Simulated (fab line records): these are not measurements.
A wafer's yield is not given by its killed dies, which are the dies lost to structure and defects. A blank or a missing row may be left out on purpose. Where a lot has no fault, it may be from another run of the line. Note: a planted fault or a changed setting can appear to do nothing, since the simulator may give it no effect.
Lot-split experiment ; flow n5 finfet ; route with 1938 steps; 7 lots, 21 wafers read

## THE SPLIT ITSELF
At N5_BEOL_M4_EXPOSE_08 (exposes mask M4), the setting dose mj was moved away from the recipe's 41.25 on 3 of the 21 wafers read, by -6.8% to +2.5%. For the rest of the wafers, this setting stayed at what the recipe calls for.

## FROM THE SPLIT TO THE READING: what the file shows between them, 4 steps
- N5_BEOL_M4_PEB_09: peb time 60 s
- N5_BEOL_M4_DEVELOP_10: develop time 30 s
- N5_BEOL_M4_DESCUM_16: chemistry O2, time 7 s
- N5_BEOL_M4_ETCH_74: etches underlayer in N2/H2, target depth 6.5 nm, time 5.2 s

## THE READING
BEOL_M4.cd offset nm (the simulator's own value, which no gauge read), in nm, at N5_BEOL_M4_ETCH_64 (etches SOC in N2/H2, target depth 75 nm, overetch 22.5 nm, time 121.9 s). No usual value for it is given in the file. Across the 18 wafers here that went through the recipe, the average is 0.1 nm and the standard deviation 0.23 nm.

wafer;tool, chamber at the split;dose mj as run;against the recipe;BEOL_M4.cd offset nm, nm;against lot-mates on the recipe
L076.2;euv scanner-01, 0;41.25;recipe;0.2;-
L076.5;euv scanner-01, 0;38.46;-6.8%;-1.2;-1.4
L076.6;euv scanner-01, 0;38.46;-6.8%;-1.4;-1.6
L080.1;euv scanner-01, 0;41.25;recipe;-0.4;-
L080.3;euv scanner-01, 0;41.25;recipe;-0.2;-
L080.6;euv scanner-01, 0;41.25;recipe;-0.2;-
L079.1;euv scanner-01, 0;41.25;recipe;0.2;-
L079.2;euv scanner-01, 0;41.25;recipe;0.4;-
L079.3;euv scanner-01, 0;41.25;recipe;0.2;-
L083.4;euv scanner-01, 0;41.25;recipe;-0.4;-
L083.5;euv scanner-01, 0;41.25;recipe;0;-
L083.6;euv scanner-01, 0;41.25;recipe;0;-
L086.2;euv scanner-02, 0;41.25;recipe;0;-
L086.3;euv scanner-02, 0;41.25;recipe;0;-
L086.4;euv scanner-02, 0;42.28;+2.5%;0.6;+0.6
L091.1;euv scanner-02, 0;41.25;recipe;0.2;-
L091.2;euv scanner-02, 0;41.25;recipe;0.2;-
L091.3;euv scanner-02, 0;41.25;recipe;0.4;-
L092.3;euv scanner-02, 0;41.25;recipe;0.2;-
L092.4;euv scanner-02, 0;41.25;recipe;0.2;-
L092.5;euv scanner-02, 0;41.25;recipe;0;-

THE FIT
A straight line over all 21 wafers: BEOL_M4.cd offset nm changes by +0.202 nm for each +1% of dose mj; r = +0.89; the points scatter about the line by 0.23 nm.
The same after taking each lot's own level away (the mean of its wafers on the recipe; 21 wafers): +0.223 nm for each +1%; r = +0.98; scatter 0.11 nm.
According to that fit, moving dose mj by its largest amount changes the reading by 1.5 nm.
Across the lots, their own levels run from -0.27 to 0.27 nm, a range of 2.3 times the standard deviation given above.
So the lot-to-lot level changes the slope little: the two slopes agree.
Check: -1.6 nm against its lot-mates is what the line predicts for one of the wafers moved furthest among these (-6.8%) when that wafer is left out of the fit. It came out at -1.4 nm against them.

## OTHER SPLITS APPLIED TO THESE WAFERS
Other splits were also applied to these wafers ahead of the reading. Each is held against what the fit with the lots' levels taken away leaves over:
other split on the same wafers;wafers away from the commonest value;r with BEOL_M4.cd offset nm (lot level and that fit taken away)
N5_BEOL_M0_CUTY_EXPOSE_54 dose mj;5;+0.37
N5_BEOL_M1_ETCH_77 source w;8;+0.19
N5_BEOL_M1_TRENCH_ETCH_37 time s;9;-0.17
N5_BEOL_M2_DEP_57 time s;8;+0.25
N5_BEOL_M3_ILD_DEP_00 time s;4;+0.25

## THE WHOLE CHAIN: every reading that the file lists as answering this split, in the file's order
step;what it does;reading;change (the file's fit);r (the file's)
N5_BEOL_M4_ETCH_74;etches underlayer in N2/H2, target depth 6.5 nm, time 5.2 s;BEOL_M4.cd offset nm (the simulator's own value, which no gauge read);+0.232 nm for each +1% of the setting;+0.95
N5_BEOL_M4_ETCH_64;etches SOC in N2/H2, target depth 75 nm, overetch 22.5 nm, time 121.9 s;BEOL_M4.cd offset nm (the simulator's own value, which no gauge read);+0.224 nm for each +1% of the setting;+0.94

## THE FILE'S OWN FIT
BEOL_M4.cd offset nm changes by +0.224 nm for each +1% of dose mj, r = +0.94.
